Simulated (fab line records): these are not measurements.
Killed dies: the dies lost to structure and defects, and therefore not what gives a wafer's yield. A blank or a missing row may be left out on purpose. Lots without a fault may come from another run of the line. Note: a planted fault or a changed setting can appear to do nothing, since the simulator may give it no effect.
Lot-split experiment / flow n5_finfet / 7 lots, 21 wafers read, on a route of 1938 steps

== SPLIT DETAILS ==
At N5_BEOL_M10_VIA_ETCH_34 (etches SiCOH lowk in C4F6/O2, target depth 184.5 nm, time 69.2 s), the setting time_s was moved away from the recipe's 69.2 s on 6 of the 21 wafers read, by -21.0% to +18.9%. For the rest of the wafers, this setting stayed at what the recipe calls for.

The split's own step is where the reading is taken.

== THE READING ==
SOC_of_BEOL_M10_COAT_63.thk_nm (the simulator's own value, which no gauge read), in nm, at N5_BEOL_M10_VIA_ETCH_34 (etches SiCOH lowk in C4F6/O2, target depth 184.5 nm, time 69.2 s). There is no usual value for it anywhere in the file. Across the 15 wafers here that went through the recipe, the average is 91.8 nm and the standard deviation 0.38 nm.

wafer=L077.4; tool, chamber at the split=rie_diel-02, 2; time_s as run, s=69.2; against the recipe=recipe; SOC_of_BEOL_M10_COAT_63.thk_nm, nm=92; against lot-mates on the recipe=-
wafer=L077.5; tool, chamber at the split=rie_diel-02, 3; time_s as run, s=69.2; against the recipe=recipe; SOC_of_BEOL_M10_COAT_63.thk_nm, nm=92; against lot-mates on the recipe=-
wafer=L077.6; tool, chamber at the split=rie_diel-02, 0; time_s as run, s=69.2; against the recipe=recipe; SOC_of_BEOL_M10_COAT_63.thk_nm, nm=91.8; against lot-mates on the recipe=-
wafer=L084.1; tool, chamber at the split=rie_diel-02, 0; time_s as run, s=69.2; against the recipe=recipe; SOC_of_BEOL_M10_COAT_63.thk_nm, nm=91.8; against lot-mates on the recipe=-
wafer=L084.5; tool, chamber at the split=rie_diel-02, 2; time_s as run, s=54.72; against the recipe=-20.9%; SOC_of_BEOL_M10_COAT_63.thk_nm, nm=93.4; against lot-mates on the recipe=+1.6
wafer=L084.6; tool, chamber at the split=rie_diel-02, 1; time_s as run, s=54.72; against the recipe=-20.9%; SOC_of_BEOL_M10_COAT_63.thk_nm, nm=93.4; against lot-mates on the recipe=+1.6
wafer=L085.1; tool, chamber at the split=rie_diel-04, 0; time_s as run, s=69.2; against the recipe=recipe; SOC_of_BEOL_M10_COAT_63.thk_nm, nm=91.8; against lot-mates on the recipe=-
wafer=L085.3; tool, chamber at the split=rie_diel-04, 3; time_s as run, s=60.27; against the recipe=-12.9%; SOC_of_BEOL_M10_COAT_63.thk_nm, nm=92.8; against lot-mates on the recipe=+0.8
wafer=L085.6; tool, chamber at the split=rie_diel-04, 2; time_s as run, s=69.2; against the recipe=recipe; SOC_of_BEOL_M10_COAT_63.thk_nm, nm=92.2; against lot-mates on the recipe=-
wafer=L087.1; tool, chamber at the split=rie_diel-02, 2; time_s as run, s=54.69; against the recipe=-21.0%; SOC_of_BEOL_M10_COAT_63.thk_nm, nm=93.2; against lot-mates on the recipe=+1.6
wafer=L087.3; tool, chamber at the split=rie_diel-02, 0; time_s as run, s=69.2; against the recipe=recipe; SOC_of_BEOL_M10_COAT_63.thk_nm, nm=91.4; against lot-mates on the recipe=-
wafer=L087.5; tool, chamber at the split=rie_diel-02, 2; time_s as run, s=69.2; against the recipe=recipe; SOC_of_BEOL_M10_COAT_63.thk_nm, nm=91.8; against lot-mates on the recipe=-
wafer=L091.1; tool, chamber at the split=rie_diel-02, 2; time_s as run, s=69.2; against the recipe=recipe; SOC_of_BEOL_M10_COAT_63.thk_nm, nm=92; against lot-mates on the recipe=-
wafer=L091.2; tool, chamber at the split=rie_diel-02, 3; time_s as run, s=69.2; against the recipe=recipe; SOC_of_BEOL_M10_COAT_63.thk_nm, nm=92; against lot-mates on the recipe=-
wafer=L091.4; tool, chamber at the split=rie_diel-02, 0; time_s as run, s=69.2; against the recipe=recipe; SOC_of_BEOL_M10_COAT_63.thk_nm, nm=91.2; against lot-mates on the recipe=-
wafer=L093.2; tool, chamber at the split=rie_diel-02, 2; time_s as run, s=69.2; against the recipe=recipe; SOC_of_BEOL_M10_COAT_63.thk_nm, nm=92.2; against lot-mates on the recipe=-
wafer=L093.3; tool, chamber at the split=rie_diel-02, 0; time_s as run, s=69.2; against the recipe=recipe; SOC_of_BEOL_M10_COAT_63.thk_nm, nm=91.4; against lot-mates on the recipe=-
wafer=L093.4; tool, chamber at the split=rie_diel-02, 3; time_s as run, s=82.26; against the recipe=+18.9%; SOC_of_BEOL_M10_COAT_63.thk_nm, nm=90.8; against lot-mates on the recipe=-1.0
wafer=L090.1; tool, chamber at the split=rie_diel-04, 0; time_s as run, s=59.5; against the recipe=-14.0%; SOC_of_BEOL_M10_COAT_63.thk_nm, nm=93.4; against lot-mates on the recipe=+1.5
wafer=L090.2; tool, chamber at the split=rie_diel-04, 2; time_s as run, s=69.2; against the recipe=recipe; SOC_of_BEOL_M10_COAT_63.thk_nm, nm=92.6; against lot-mates on the recipe=-
wafer=L090.3; tool, chamber at the split=rie_diel-04, 1; time_s as run, s=69.2; against the recipe=recipe; SOC_of_BEOL_M10_COAT_63.thk_nm, nm=91.2; against lot-mates on the recipe=-

FIT RESULTS
A straight line over all 21 wafers: SOC_of_BEOL_M10_COAT_63.thk_nm changes by -0.0714 nm for each +1% of time_s; r = -0.88; the points scatter about the line by 0.37 nm.
The same after taking each lot's own level away (the mean of its wafers on the recipe; 21 wafers): -0.0725 nm for each +1%; r = -0.90; scatter 0.35 nm.
The reading moves by 1.5 nm for the largest change in time_s, on that fit.
The lots' own levels span 91.60 to 92.00 nm, that is 1.1 times the standard deviation above.
Hence the lot-to-lot level has little effect on the slope; both slopes agree.
Check: with one of the wafers moved furthest among these (-21.0%) left out of the fit, the line predicts +1.56 nm for it against its lot-mates. Against them it came out at +1.6 nm.

== THE OTHER SPLITS THESE WAFERS WENT THROUGH ==
Other splits were also applied to these wafers ahead of the reading. Each is held against what the fit with the lots' levels taken away leaves over:
other split on the same wafers=N5_BEOL_M7_DESCUM_33 time_s; wafers away from the commonest value=11; r with SOC_of_BEOL_M10_COAT_63.thk_nm (lot level and that fit taken away)=+0.31
other split on the same wafers=N5_BEOL_M8_ETCH_65 source_w; wafers away from the commonest value=6; r with SOC_of_BEOL_M10_COAT_63.thk_nm (lot level and that fit taken away)=-0.12
other split on the same wafers=N5_BEOL_M9_ILD_DEP_00 time_s; wafers away from the commonest value=6; r with SOC_of_BEOL_M10_COAT_63.thk_nm (lot level and that fit taken away)=+0.10
other split on the same wafers=N5_BEOL_M9_EXPOSE_08 dose_mj; wafers away from the commonest value=9; r with SOC_of_BEOL_M10_COAT_63.thk_nm (lot level and that fit taken away)=-0.25

== THE WHOLE CHAIN: every reading that the file lists as answering this split, in the file's order ==
step=N5_BEOL_M10_VIA_ETCH_34; what it does=etches SiCOH lowk in C4F6/O2, target depth 184.5 nm, time 69.2 s; reading=etch.depth_nm (the simulator's own value, which no gauge read); change (the file's fit)=+1.74 nm for each +1% of the setting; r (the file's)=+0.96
step=N5_BEOL_M10_VIA_ETCH_34; what it does=etches SiCOH lowk in C4F6/O2, target depth 184.5 nm, time 69.2 s; reading=SOC_of_BEOL_M10_COAT_63.thk_nm (the simulator's own value, which no gauge read); change (the file's fit)=-0.0734 nm for each +1% of the setting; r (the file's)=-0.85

== FILE'S OWN FIT ==
SOC_of_BEOL_M10_COAT_63.thk_nm changes by -0.0734 nm for each +1% of time_s, r = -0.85.
